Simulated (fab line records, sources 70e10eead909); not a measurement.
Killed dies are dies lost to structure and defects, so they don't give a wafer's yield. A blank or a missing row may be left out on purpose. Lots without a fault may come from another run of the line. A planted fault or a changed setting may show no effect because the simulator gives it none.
fab line records | flow nand_harc
record lots=24 wafers=72 last_day=33
route steps=1302 shown A_CONTACT@1082 A_BLC@1120 A_M0@1157
lots that met no fault: from a run of the same line without faults
start_h: hours from the record's first day to the start of the lot's first wafer shown | wait_h: hours since the lot's step before | " the same as in the row above | L1.1+2: a row that stands for several wafers | - no value, or no start given | * or withheld: withheld | < > ~ a bound
route shown NAME@n: a module of which the file shows steps, and the number in the route of the first | usual: mean/standard deviation of fault-free wafers | same: alike in all rows | chamber/n: place in a boat | sites: the reading at each site | _std_site: their standard deviation | _edge_site: outer sites' mean less inner sites' | radius_mm: how far each site lies from the wafer's centre | mask NAME#n: copy n | behind: the tool/chamber that last shaped the wafer | hold: why the lot was held/for how many hours/how that ended | device: the transistor (n, p or np) that didn't switch | end of line: the same wafers' tests at the end of the route | a step without rows: its recipe alone | killed: dies lost to structure and defects at the first sort, not the wafer's yield | map: a wafer's dies, x killed, . not, _ none there
set.NAME: the setting as run; set.NAME@STEP: as run at that earlier step | model.NAME: the simulator's own value behind a step, which no gauge read
steps of the route over a sample of lots; a table a step, a row a wafer
services: from which hour (start_h, from the record's first day; less than 0 if before it) a tool's chamber was out of use, for how many hours, and why
## steps
# step NHARC_A_CONTACT_ETCH_88
# recipe target_depth_a=390 over_etch_frac=0.3 time_s=65 ion_energy_ev=80 cf4_flow_sccm=150 ar_flow_sccm=0 rf_w=300 bias_w=100 chemistry=CF4
# usual drypump_motor_current_A=5.9/0.52 mfc_ar_sccm=0.013/0.015 oes_product_au=0.997/0.01 rf_vpp_V=151.3/1.1 showerhead_plenum_p_Torr=1.77/0.072 throttle_valve_pct=13.284/0.0094
# columns lot.wafer tool chamber start_h wait_h drypump_motor_current_A mfc_ar_sccm oes_product_au rf_hours_counter_h rf_vpp_V showerhead_plenum_p_Torr throttle_valve_pct
L074.1 rie_diel-10 3 506.69 0.1 6.5 0.021 1.008 19 152.4 1.75 13.273
L074.5 " 0 " " 5.3 0.006 0.992 - 151.2 1.78 13.275
L074.6 " 1 " " 6.5 0 1.002 - 152.6 1.80 13.268
L076.3 rie_diel-10 2 514.03 0.1 5.8 0.030 1.004 17 152.7 1.87 13.285
L076.1 " 0 " " 5.3 0.006 0.998 22 151.8 1.78 13.285
L076.6 " 1 " " 6.5 0 0.985 - 151.4 1.80 13.297
L075.4 rie_diel-10 2 523.47 0.1 5.8 0.030 0.998 18 153.1 1.87 13.294
L075.3 " 3 " " 6.6 0.021 1.021 22 151.1 1.75 13.291
L075.6 " 0 " " 5.3 0.006 0.989 - 151.8 1.78 13.280
L078.1 rie_diel-10 0 535.21 0.1 5.3 0.006 0.985 26 151.4 1.78 13.280
L078.2 " 2 " " 5.8 0.030 1.004 21 152.3 1.87 13.275
L078.6 " 1 " " 6.5 0 1.001 - 152.9 1.80 13.293
L077.3 rie_diel-10 2 537.51 0.1 5.8 0.030 1.002 21 152.4 1.87 13.287
L077.4 " 0 " " 5.3 0.006 0.994 27 151.5 1.78 13.278
L077.6 " 2 " " 5.8 0.030 0.995 - 152.2 1.87 13.303
L079.2 rie_diel-10 3 544.00 0.1 6.5 0.021 1.016 26 150.4 1.74 13.284
L079.3 " 1 " " 6.5 0 0.998 23 150.9 1.80 13.304
L079.6 " 3 " " 6.5 0.021 1.001 - 149.3 1.74 13.298
L081.3 rie_diel-03 3 583.07 0.1 5.3 0 0.985 34 153.0 1.88 13.274
L081.5 " 1 " " 5.3 0 0.987 - 151.1 1.80 13.295
L081.6 " 2 " " 6.1 0 1.012 - 150.0 1.65 13.297
L080.2 rie_diel-13 3 595.92 0.1 5.5 0.035 1.006 16 152.6 1.67 13.277
L080.1 " 1 " " 5.3 0 1.006 23 151.4 1.66 13.305
L080.4 " 3 " " 5.5 0.035 0.993 - 150.4 1.67 13.293
L083.3 rie_diel-13 3 601.71 0.1 5.5 0.035 1.003 17 150.3 1.67 13.300
L083.4 " 0 " " 5.5 0 0.991 16 151.7 1.88 13.291
L083.2 " 1 " " 5.3 0 1.007 25 151.1 1.66 13.280
L082.3 rie_diel-13 2 604.28 0.1 6.6 0.042 1.007 26 151.7 1.71 13.288
L082.5 " 1 " " 5.4 0 0.999 - 150.0 1.66 13.272
L082.6 " 2 " " 6.6 0.042 0.999 - 150.1 1.71 13.279
L084.3 rie_diel-10 3 607.78 0.1 6.5 0.021 0.998 0 150.5 1.74 13.267
L084.6 " 1 " " 6.5 0 0.979 - 152.3 1.80 13.283
L084.5 " 2 " " 5.8 0.030 0.987 - 151.9 1.87 13.289
L085.2 rie_diel-03 1 622.42 0.1 5.3 0 0.992 51 153.1 1.80 13.294
L085.1 " 2 " " 6.1 0 1.008 49 149.7 1.65 13.276
L085.6 " 0 " " 5.5 0 0.990 - 151.4 1.69 13.288
L086.4 rie_diel-10 0 635.92 0.1 5.3 0.006 1.007 5 151.0 1.78 13.270
L086.6 " 0 " " 5.3 0.006 0.995 - 152.4 1.78 13.282
L086.5 " 1 " " 6.5 0 0.973 - 151.8 1.80 13.291
L087.1 rie_diel-10 3 637.17 0.1 6.5 0.021 0.998 6 151.4 1.74 13.291
L087.4 " 0 " " 5.3 0.006 0.997 6 150.7 1.78 13.293
L087.6 " 2 " " 5.8 0.030 0.985 - 151.3 1.86 13.300
L088.1 rie_diel-10 2 651.69 0.1 5.8 0.030 0.990 10 151.8 1.86 13.289
L088.2 " 0 " " 5.3 0.006 0.996 8 151.3 1.78 13.281
L088.3 " 2 " " 5.8 0.030 0.994 - 152.2 1.86 13.294
L089.3 rie_diel-10 0 657.45 0.1 5.3 0.006 1.008 10 151.5 1.78 13.283
L089.5 " 0 " " 5.3 0.006 1.002 - 149.6 1.78 13.280
L089.6 " 1 " " 6.5 0 0.973 - 153.0 1.80 13.289
L091.1 rie_diel-10 1 663.57 0.1 6.5 0 0.989 10 150.4 1.80 13.285
L091.3 " 2 " " 5.8 0.030 0.993 12 152.0 1.86 13.288
L091.5 " 0 " " 5.3 0.006 1.002 - 151.0 1.78 13.295
L090.4 rie_diel-03 3 678.15 0.1 5.3 0 0.997 11 154.1 1.87 13.277
L090.3 " 1 " " 5.3 0 0.991 9 150.9 1.79 13.298
L090.6 " 2 " " 6.1 0 0.994 - 149.4 1.65 13.274
L092.4 rie_diel-13 1 689.78 0.1 5.4 0 1.008 58 150.8 1.66 13.274
L092.3 " 3 " " 5.5 0.035 0.991 41 151.2 1.66 13.272
L092.6 " 1 " " 5.4 0 1.002 - 150.3 1.65 13.291
L093.3 rie_diel-10 0 702.51 0.1 5.3 0.006 0.996 15 151.6 1.77 13.287
L093.4 " 2 " " 5.8 0.030 0.987 16 151.8 1.86 13.260
L093.5 " 0 " " 5.3 0.006 0.993 - 150.8 1.77 13.269
L094.2 rie_diel-10 1 729.85 0.2 6.5 0 0.977 20 151.1 1.79 13.276
L094.1 " 2 " " 5.8 0.030 0.984 21 152.7 1.86 13.272
L094.5 " 1 " " 6.5 0 0.986 - 152.7 1.79 13.283
L096.2 rie_diel-03 2 734.36 0.1 6.1 0 0.998 29 150.2 1.64 13.294
L096.3 " 3 " " 5.3 0 1.007 30 153.0 1.87 13.291
L096.5 " 2 " " 6.1 0 1.001 - 149.8 1.64 13.271
L097.3 rie_diel-10 2 736.11 0.1 5.8 0.030 0.992 23 153.8 1.86 13.277
L097.4 " 3 " " 6.5 0.021 1.003 20 151.3 1.74 13.289
L097.5 " 1 " " 6.5 0 0.988 - 151.6 1.79 13.277
L095.4 rie_diel-13 3 738.18 0.1 5.5 0.035 0.988 1 150.3 1.66 13.292
L095.5 " 2 " " 6.6 0.042 1.005 - 151.3 1.69 13.291
L095.6 " 3 " " 5.5 0.035 0.993 - 150.0 1.66 13.291
# step NHARC_A_CONTACT_ETCH_139
# recipe source_w=withheld pressure_mtorr=20 bias_v=400 time_s=195 target_depth_a=8400 ar_flow_sccm=withheld c4f8_flow_sccm=11.5 o2_flow_sccm=7.2 chemistry=C4F8/O2/Ar
# usual oes_air_line_au=0.999/0.019
# columns lot.wafer tool chamber start_h wait_h oes_air_line_au rf_hours_counter_h
L074.1 har_cap_etch-03 1 509.62 0.2 0.996 44
L074.5 " 1 " " 1.009 -
L074.6 " 0 " " 1.007 -
L076.1 har_cap_etch-02 1 517.17 0.2 0.976 96
L076.3 " 1 " " 1.010 -
L076.6 " 1 " " 1.003 -
L075.4 har_cap_etch-03 1 525.87 0.2 0.992 -
L075.3 " 0 " " 1.022 -
L075.6 " 0 " " 0.975 -
L078.1 har_cap_etch-03 1 537.53 0.2 1.014 51
L078.2 " 0 " " 0.976 51
L078.6 " 1 " " 0.989 -
L077.4 har_cap_etch-02 0 539.92 0.2 1.016 -
L077.3 " 1 " " 0.978 -
L077.6 " 0 " " 1.025 -
L079.2 har_cap_etch-01 1 546.37 0.2 0.994 9
L079.3 " 0 " " 1.015 -
L079.6 " 0 " " 0.989 -
L081.3 har_cap_etch-02 1 585.51 0.2 1.009 -
L081.6 " 0 " " 1.020 -
L081.5 " 1 " " 0.998 -
L080.1 har_cap_etch-03 1 598.51 0.2 0.982 59
L080.2 " 0 " " 1.004 59
L080.4 " 1 " " 0.993 -
L083.2 har_cap_etch-02 1 604.67 0.2 1.011 105
L083.4 " 1 " " 0.980 -
L083.3 " 0 " " 0.970 -
L082.3 har_cap_etch-01 1 606.75 0.2 0.980 -
L082.5 " 1 " " 1.020 -
L082.6 " 0 " " 0.979 -
L084.3 har_cap_etch-03 0 610.20 0.2 1.036 -
L084.5 " 0 " " 0.988 -
L084.6 " 1 " " 0.991 -
L085.2 har_cap_etch-02 1 624.80 0.2 0.980 108
L085.1 " 0 " " 1.008 108
L085.6 " 1 " " 0.986 -
L086.4 har_cap_etch-03 1 638.39 0.2 0.987 -
L086.6 " 0 " " 0.990 -
L086.5 " 1 " " 1.000 -
L087.1 har_cap_etch-02 1 639.48 0.2 0.991 112
L087.4 " 1 " " 1.009 -
L087.6 " 0 " " 1.024 -
L088.2 har_cap_etch-03 0 655.10 0.3 1.022 71
L088.1 " 1 " " 0.997 71
L088.3 " 1 " " 1.030 -
L089.3 har_cap_etch-03 1 660.34 0.3 0.987 -
L089.6 " 1 " " 1.021 -
L089.5 " 0 " " 1.007 -
L091.1 har_cap_etch-01 1 665.89 0.2 1.013 31
L091.3 " 0 " " 1.040 -
L091.5 " 1 " " 0.983 -
L090.4 har_cap_etch-01 0 680.56 0.2 0.977 -
L090.3 " 1 " " 0.994 -
L090.6 " 1 " " 1.021 -
L092.4 har_cap_etch-01 1 692.21 0.2 0.986 -
L092.3 " 0 " " 0.983 -
L092.6 " 0 " " 1.015 -
L093.3 har_cap_etch-03 1 704.92 0.2 0.999 -
L093.4 " 0 " " 1.016 -
L093.5 " 0 " " 0.973 -
L094.2 har_cap_etch-02 0 732.36 0.2 0.968 126
L094.1 " 1 " " 1.022 126
L094.5 " 0 " " 0.978 -
L096.2 har_cap_etch-01 0 737.10 0.2 1.001 41
L096.3 " 1 " " 1.025 -
L096.5 " 1 " " 0.993 -
L097.4 har_cap_etch-02 1 738.51 0.2 1.007 -
L097.3 " 0 " " 1.005 -
L097.5 " 0 " " 0.977 -
L095.4 har_cap_etch-03 0 740.59 0.2 0.983 -
L095.5 " 0 " " 1.020 -
L095.6 " 1 " " 0.973 -
# step NHARC_A_CONTACT_ALD_18
# recipe target_thk_a=30 pulse_time_s=1 ald_cycles=150 temp_c=450 material=TiN
# usual heater_power_outer_w=695/95 heater_power_w=1101/130 precursor_pulse_height_rel=1.003/0.02
# columns lot.wafer tool chamber start_h wait_h heater_power_outer_w heater_power_w precursor_pulse_height_rel
L074.1 ald_metal-04 0 511.65 - 694 1152 1.002
L074.5 " 1 " " 649 1147 0.995
L074.6 " 2 " " 532 843 1.001
L076.3 ald_metal-04 0 518.92 - 685 1096 0.969
L076.1 " 1 " " 668 1151 0.988
L076.6 " 3 " " 769 1169 0.967
L075.3 ald_metal-03 1 527.59 - 550 916 0.997
L075.6 " 3 " " 660 1137 1.002
L075.4 " 0 " " 697 1060 1.015
L077.4 ald_metal-04 1 541.55 - 642 1166 1.025
L077.3 " 2 " " 546 837 1.007
L077.6 " 2 " " 542 854 1.022
L078.2 ald_metal-03 3 542.07 - 654 1135 1.030
L078.1 " 0 " " 698 1099 0.969
L078.6 " 3 " " 671 1120 1.018
L079.2 ald_metal-04 2 548.50 - 538 835 0.962
L079.3 " 0 " " 696 1108 1.004
L079.6 " 1 " " 670 1143 1.045
L081.3 ald_metal-04 1 587.12 - 632 1103 1.014
L081.6 " 3 " " 788 1226 1.045
L081.5 " 0 " " 691 1146 1.020
L080.2 ald_metal-03 2 600.24 - 691 1116 0.994
L080.4 " 3 " " 663 1109 0.997
L080.1 " 1 " " 576 961 0.997
L083.2 ald_metal-04 2 606.51 - 537 856 0.985
L083.3 " 0 " " 684 1162 1.007
L083.4 " 0 " " 709 1135 1.011
L082.3 ald_metal-01 3 608.48 - 861 1306 0.971
L082.5 " 3 " " 869 1269 0.990
L082.6 " 0 " " 667 959 0.994
L084.3 ald_metal-03 0 611.85 - 710 1129 1.013
L084.5 " 3 " " 668 1115 1.004
L084.6 " 1 " " 570 935 1.018
L085.2 ald_metal-01 3 626.55 - 880 1280 1.003
L085.1 " 1 " " 866 1304 0.996
L085.6 " 3 " " 891 1296 0.983
L086.6 ald_metal-03 3 640.06 - 666 1123 1.016
L086.4 " 0 " " 738 1118 1.054
L086.5 " 1 " " 583 928 0.979
L087.4 ald_metal-01 0 641.23 - 677 950 0.980
L087.1 " 2 " " 649 1063 1.016
L087.6 " 0 " " 682 982 0.992
L088.1 ald_metal-03 3 656.91 - 669 1135 1.010
L088.2 " 1 " " 570 945 1.008
L088.3 " 2 " " 688 1102 0.993
L089.3 ald_metal-03 1 662.08 - 576 985 0.999
L089.5 " 2 " " 699 1134 1.021
L089.6 " 3 " " 662 1113 0.998
L091.3 ald_metal-04 1 667.65 - 626 1104 1.029
L091.1 " 2 " " 567 841 0.992
L091.5 " 0 " " 697 1146 1.030
L090.3 ald_metal-03 1 682.22 - 566 968 1.045
L090.4 " 2 " " 690 1127 1.006
L090.6 " 0 " " 738 1122 1.022
L092.3 ald_metal-01 3 693.84 - 860 1284 0.962
L092.4 " 1 " " 873 1353 0.999
L092.6 " 3 " " 894 1281 1.032
L093.3 ald_metal-04 1 706.57 - 639 1126 1.035
L093.4 " 0 " " 720 1114 0.972
L093.5 " 3 " " 833 1278 0.982
L094.1 ald_metal-01 3 734.08 - 849 1320 0.972
L094.2 " 2 " " 627 1025 1.016
L094.5 " 0 " " 680 1000 0.968
L096.3 ald_metal-04 0 738.83 - 689 1164 0.991
L096.2 " 1 " " 653 1097 1.025
L096.5 " 3 " " 841 1274 1.005
L097.4 ald_metal-01 2 740.19 - 636 1036 0.984
L097.3 " 3 " " 885 1288 0.987
L097.5 " 2 " " 612 1064 0.977
L095.4 ald_metal-03 1 742.28 - 587 943 1.016
L095.5 " 0 " " 739 1107 0.987
L095.6 " 1 " " 570 956 0.951
# step NHARC_A_BLC_DESCUM_15
# recipe time_s=3 o2_flow_sccm=200 ar_flow_sccm=0 bias_power_w=0 chemistry=O2
# usual drypump_motor_current_A=5.8/0.46 mfc_ar_sccm=0.009/0.014 oes_product_au=1.003/0.01 rf_vpp_V=57.9/0.82 showerhead_plenum_p_Torr=1.96/0.079 throttle_valve_pct=11.311/0.0089
# columns lot.wafer tool chamber start_h wait_h drypump_motor_current_A mfc_ar_sccm oes_product_au rf_hours_counter_h rf_vpp_V showerhead_plenum_p_Torr throttle_valve_pct
L074.1 rie_diel-06 2 513.82 0.1 6.2 0.001 1.011 2 58.7 2.01 11.314
L074.5 " 3 " " 5.3 0.000 1.014 - 58.1 2.01 11.309
L074.6 " 0 " " 6.5 0.012 0.995 - 55.8 1.84 11.317
L076.1 rie_diel-06 0 520.95 0.1 6.5 0.012 1.009 2 56.8 1.84 11.309
L076.3 " 1 " " 5.8 0.002 0.995 3 56.5 2.02 11.311
L076.6 " 0 " " 6.5 0.012 1.009 - 57.9 1.84 11.321
L075.3 rie_diel-12 1 529.70 0.1 5.4 0.031 0.997 25 56.4 1.77 11.324
L075.4 " 1 " " 5.4 0.031 0.997 - 57.5 1.77 11.318
L075.6 " 3 " " 5.9 0.004 0.979 - 58.0 1.91 11.315
L077.3 rie_diel-06 1 543.76 0.1 5.8 0.002 0.986 6 56.2 2.02 11.300
L077.4 " 2 " " 6.1 0.001 0.990 6 58.3 2.01 11.315
L077.6 " 3 " " 5.3 0.000 0.999 - 58.1 2.01 11.310
L078.2 rie_diel-12 1 544.12 0.1 5.4 0.031 0.998 31 57.6 1.77 11.301
L078.1 " 2 " " 5.9 0.041 0.981 29 58.8 1.97 11.311
L078.6 " 0 " " 5.6 0 1.008 - 57.9 1.79 11.309
L079.3 rie_diel-04 0 550.69 0.1 5.1 0 0.999 1 57.0 2.03 11.326
L079.2 " 2 " " 5.4 0.040 1.015 1 57.0 2.03 11.312
L079.6 " 1 " " 6.2 0 0.995 - 58.3 2.01 11.288
L081.3 rie_diel-04 0 589.29 0.1 5.1 0 0.997 3 57.7 2.03 11.304
L081.5 " 0 " " 5.1 0 0.995 - 58.0 2.03 11.309
L081.6 " 3 " " 6.1 0.013 1.002 - 58.3 1.88 11.300
L080.2 rie_diel-06 1 602.31 0.1 5.7 0.002 1.001 10 57.8 2.02 11.313
L080.1 " 2 " " 6.2 0.001 1.013 10 58.2 2.01 11.311
L080.4 " 0 " " 6.5 0.012 1.009 11 57.4 1.83 11.308
L083.2 rie_diel-04 1 608.74 0.1 6.2 0 0.990 3 58.2 2.01 11.321
L083.3 " 3 " " 6.1 0.013 1.008 4 57.6 1.88 11.307
L083.4 " 3 " " 6.1 0.013 1.017 - 57.6 1.88 11.317
L082.3 rie_diel-04 2 610.69 0.1 5.4 0.040 1.005 4 58.4 2.03 11.315
L082.6 " 1 " " 6.2 0 1.014 - 58.4 2.00 11.318
L082.5 " 2 " " 5.4 0.040 1.012 - 57.7 2.03 11.307
L084.3 rie_diel-06 0 614.07 0.1 6.4 0.012 0.994 12 56.2 1.83 11.310
L084.6 " 2 " " 6.1 0.001 1.010 - 57.2 2.01 11.310
L084.5 " 3 " " 5.3 0.000 1.004 - 58.4 2.01 11.309
L085.2 rie_diel-04 2 628.72 0.1 5.4 0.040 0.993 5 59.0 2.02 11.325
L085.1 " 3 " " 6.1 0.013 1.016 6 57.4 1.88 11.305
L085.6 " 1 " " 6.2 0 1.002 - 57.2 2.00 11.315
L086.4 rie_diel-06 2 642.21 0.1 6.2 0.001 1.015 13 57.9 2.01 11.309
L086.6 " 1 " " 5.7 0.002 0.995 - 57.2 2.02 11.297
L086.5 " 2 " " 6.2 0.001 1.015 - 59.1 2.01 11.314
L087.4 rie_diel-06 0 643.28 0.1 6.5 0.012 1.013 15 58.2 1.83 11.289
L087.1 " 1 " " 5.7 0.002 1.001 14 58.5 2.01 11.318
L087.6 " 0 " " 6.5 0.012 1.008 - 57.1 1.83 11.296
L088.3 rie_diel-06 1 659.83 0.1 5.8 0.002 1.001 17 57.8 2.01 11.308
L088.1 " 2 " " 6.1 0.001 1.008 16 58.2 2.01 11.315
L088.2 " 3 " " 5.3 0.000 1.014 16 58.3 2.01 11.310
L089.3 rie_diel-04 1 664.22 0.1 6.2 0 1.004 7 58.7 2.00 11.304
L089.5 " 1 " " 6.2 0 1.004 - 57.2 2.00 11.305
L089.6 " 2 " " 5.4 0.040 1.001 - 58.9 2.02 11.315
L091.3 rie_diel-04 0 669.80 0.1 5.1 0 0.998 7 58.7 2.03 11.300
L091.1 " 3 " " 6.1 0.013 1.010 9 58.4 1.88 11.312
L091.5 " 1 " " 6.2 0 0.999 - 59.2 2.00 11.312
L090.4 rie_diel-04 3 684.37 0.1 6.1 0.013 1.002 10 58.5 1.88 11.307
L090.3 " 2 " " 5.4 0.040 0.995 9 57.8 2.02 11.309
L090.6 " 0 " " 5.1 0 0.986 - 59.0 2.03 11.323
L092.4 rie_diel-06 2 696.03 0.1 6.2 0.001 1.003 2 58.0 2.01 11.301
L092.3 " 1 " " 5.8 0.002 0.986 2 56.9 2.01 11.318
L092.6 " 3 " " 5.3 0.000 0.999 - 58.6 2.01 11.308
L093.4 rie_diel-04 3 708.78 0.1 6.1 0.013 1.012 11 56.8 1.88 11.317
L093.3 " 0 " " 5.1 0 1.007 10 58.6 2.03 11.312
L093.5 " 1 " " 6.2 0 0.994 - 56.6 2.00 11.310
L094.2 rie_diel-04 1 736.27 0.1 6.2 0 1.005 0 57.4 2.00 11.325
L094.1 " 3 " " 6.1 0.013 1.027 0 57.1 1.88 11.314
L094.5 " 1 " " 6.2 0 1.006 - 58.9 2.00 11.289
L096.2 rie_diel-06 1 741.20 0.1 5.7 0.002 0.982 7 58.0 2.01 11.304
L096.3 " 2 " " 6.1 0.001 1.001 6 56.7 2.00 11.319
L096.5 " 1 " " 5.7 0.002 0.993 - 57.6 2.01 11.316
L097.4 rie_diel-06 2 742.23 0.1 6.1 0.001 1.014 7 58.8 2.00 11.326
L097.3 " 0 " " 6.5 0.012 1.014 6 57.3 1.83 11.326
L097.5 " 2 " " 6.1 0.001 1.023 - 58.4 2.00 11.319
L095.4 rie_diel-06 0 744.34 0.1 6.5 0.012 1.014 7 59.0 1.83 11.312
L095.6 " 3 " " 5.3 0.000 1.011 - 56.8 2.00 11.298
L095.5 " 0 " " 6.5 0.012 1.020 - 57.8 1.83 11.309
# step NHARC_A_BLC_INSPECT_28
# usual raw_defect_count=542/130
# columns lot.wafer tool chamber start_h wait_h raw_defect_count
L074.1 defect_inspect-01 - 516.73 0.1 528
L074.5 " - " " 550
L074.6 " - " " 716
L076.1 defect_inspect-01 - 523.89 0.1 423
L076.3 " - " " 716
L076.6 " - " " 460
L075.3 defect_inspect-02 - 536.50 0.1 514
L075.4 " - " " 566
L075.6 " - " " 546
L077.3 defect_inspect-01 - 546.74 0.1 436
L077.4 " - " " 608
L077.6 " - " " 476
L078.1 defect_inspect-01 - 547.21 0.1 663
L078.2 " - " " 572
L078.6 " - " " 466
L079.2 defect_inspect-02 - 553.64 0.1 457
L079.3 " - " " 413
L079.6 " - " " 612
L081.3 defect_inspect-02 - 592.94 0.1 755
L081.5 " - " " 863
L081.6 " - " " 677
L080.1 defect_inspect-02 - 605.29 0.1 536
L080.2 " - " " 505
L080.4 " - " " 552
L083.2 defect_inspect-02 - 611.90 0.1 456
L083.3 " - " " 398
L083.4 " - " " 455
L082.3 defect_inspect-01 - 613.84 0.1 586
L082.5 " - " " 463
L082.6 " - " " 797
L084.3 defect_inspect-02 - 617.36 0.1 456
L084.5 " - " " 437
L084.6 " - " " 385
L085.1 defect_inspect-01 - 631.65 0.1 590
L085.2 " - " " 536
L085.6 " - " " 462
L086.4 defect_inspect-02 - 645.21 0.1 442
L086.5 " - " " 499
L086.6 " - " " 576
L087.1 defect_inspect-02 - 646.20 0.1 622
L087.4 " - " " 550
L087.6 " - " " 503
L088.1 defect_inspect-02 - 662.77 0.1 498
L088.2 " - " " 532
L088.3 " - " " 543
L089.3 defect_inspect-01 - 667.17 0.1 421
L089.5 " - " " 553
L089.6 " - " " 379
L091.1 defect_inspect-02 - 672.75 0.1 396
L091.3 " - " " 365
L091.5 " - " " 344
L090.3 defect_inspect-01 - 687.32 0.1 390
L090.4 " - " " 545
L090.6 " - " " 531
L092.3 defect_inspect-01 - 699.00 0.1 839
L092.4 " - " " 524
L092.6 " - " " 636
L093.3 defect_inspect-01 - 711.73 0.1 640
L093.4 " - " " 642
L093.5 " - " " 601
L094.1 defect_inspect-01 - 739.27 0.1 354
L094.2 " - " " 611
L094.5 " - " " 524
L096.2 defect_inspect-01 - 744.57 0.1 535
L096.3 " - " " 671
L096.5 " - " " 511
L097.3 defect_inspect-01 - 745.16 0.1 486
L097.4 " - " " 606
L097.5 " - " " 361
L095.4 defect_inspect-01 - 747.71 0.1 573
L095.5 " - " " 587
L095.6 " - " " 535
# step NHARC_A_M0_PRE_CLEAN_29
# recipe time_s=30 temp_c=280 gas=H2/He
# usual heater_power_w=404/44
# columns lot.wafer tool chamber start_h wait_h heater_power_w
L074.1 pvd_sputter-03 - - - 373
L074.5 " - " " 372
L074.6 " - " " 479
L076.3 pvd_sputter-03 - - - 373
L076.1 " - " " 376
L076.6 " - " " 490
L075.4 pvd_sputter-03 - - - 360
L075.3 " - " " 433
L075.6 " - " " 365
L077.3 pvd_sputter-01 - - - 442
L077.4 " - " " 391
L077.6 " - " " 453
L078.2 pvd_sputter-03 - - - 371
L078.1 " - " " 361
L078.6 " - " " 435
L079.2 pvd_sputter-01 - - - 481
L079.3 " - " " 390
L079.6 " - " " 437
L081.3 pvd_sputter-01 - - - 483
L081.6 " - " " 409
L081.5 " - " " 448
L080.4 pvd_sputter-01 - - - 430
L080.1 " - " " 419
L080.2 " - " " 498
L083.4 pvd_sputter-02 - - - 341
L083.2 " - " " 380
L083.3 " - " " 480
L082.3 pvd_sputter-03 - - - 372
L082.6 " - " " 370
L082.5 " - " " 452
L084.3 pvd_sputter-02 - - - 381
L084.5 " - " " 349
L084.6 " - " " 390
L085.2 pvd_sputter-02 - - - 375
L085.1 " - " " 344
L085.6 " - " " 394
L086.4 pvd_sputter-01 - - - 498
L086.5 " - " " 501
L086.6 " - " " 413
L087.1 pvd_sputter-03 - - - 356
L087.4 " - " " 433
L087.6 " - " " 428
L088.1 pvd_sputter-02 - - - 379
L088.3 " - " " 358
L088.2 " - " " 359
L089.3 pvd_sputter-03 - - - 432
L089.6 " - " " 374
L089.5 " - " " 373
L091.1 pvd_sputter-02 - - - 481
L091.3 " - " " 351
L091.5 " - " " 375
L090.3 pvd_sputter-02 - - - 465
L090.4 " - " " 359
L090.6 " - " " 455
L092.4 pvd_sputter-03 - - - 369
L092.3 " - " " 439
L092.6 " - " " 370
L093.3 pvd_sputter-02 - - - 382
L093.4 " - " " 343
L093.5 " - " " 454
L094.1 pvd_sputter-03 - - - 351
L094.2 " - " " 443
L094.5 " - " " 393
L096.3 pvd_sputter-01 - - - 421
L096.2 " - " " 405
L096.5 " - " " 449
L097.4 pvd_sputter-03 - - - 387
L097.3 " - " " 445
L097.5 " - " " 354
L095.4 pvd_sputter-03 - - - 369
L095.5 " - " " 390
L095.6 " - " " 356
## services
# columns tool chamber start_h hours kind
rie_diel-06 - 484.23 9.0 pm
har_cap_etch-03 - 491.05 0.4 repair
rie_diel-06 1 498.65 4.1 repair
rie_diel-04 2 499.89 12.8 repair
rie_diel-04 3 500.92 15.8 repair
rie_diel-04 - 501.60 0.7 repair
pvd_sputter-03 - 527.66 10.0 pm
rie_diel-04 - 531.90 9.0 pm
har_cap_etch-03 - 542.91 4.3 repair
pvd_sputter-03 - 550.24 2.5 repair
rie_diel-10 0 565.13 10.6 repair
rie_diel-10 1 570.87 4.5 repair
rie_diel-04 1 584.49 7.1 repair
rie_diel-10 3 596.81 1.9 repair
rie_diel-10 - 596.95 9.0 pm
rie_diel-04 0 603.18 10.1 repair
pvd_sputter-03 - 636.28 0.8 repair
rie_diel-10 - 641.96 0.8 repair
rie_diel-10 1 648.03 4.8 repair
rie_diel-06 3 648.63 3.7 repair
rie_diel-10 3 651.17 4.0 repair
rie_diel-06 - 661.23 9.0 pm
pvd_sputter-03 - 705.66 10.0 pm
rie_diel-10 1 737.59 4.1 repair
## key
fault none
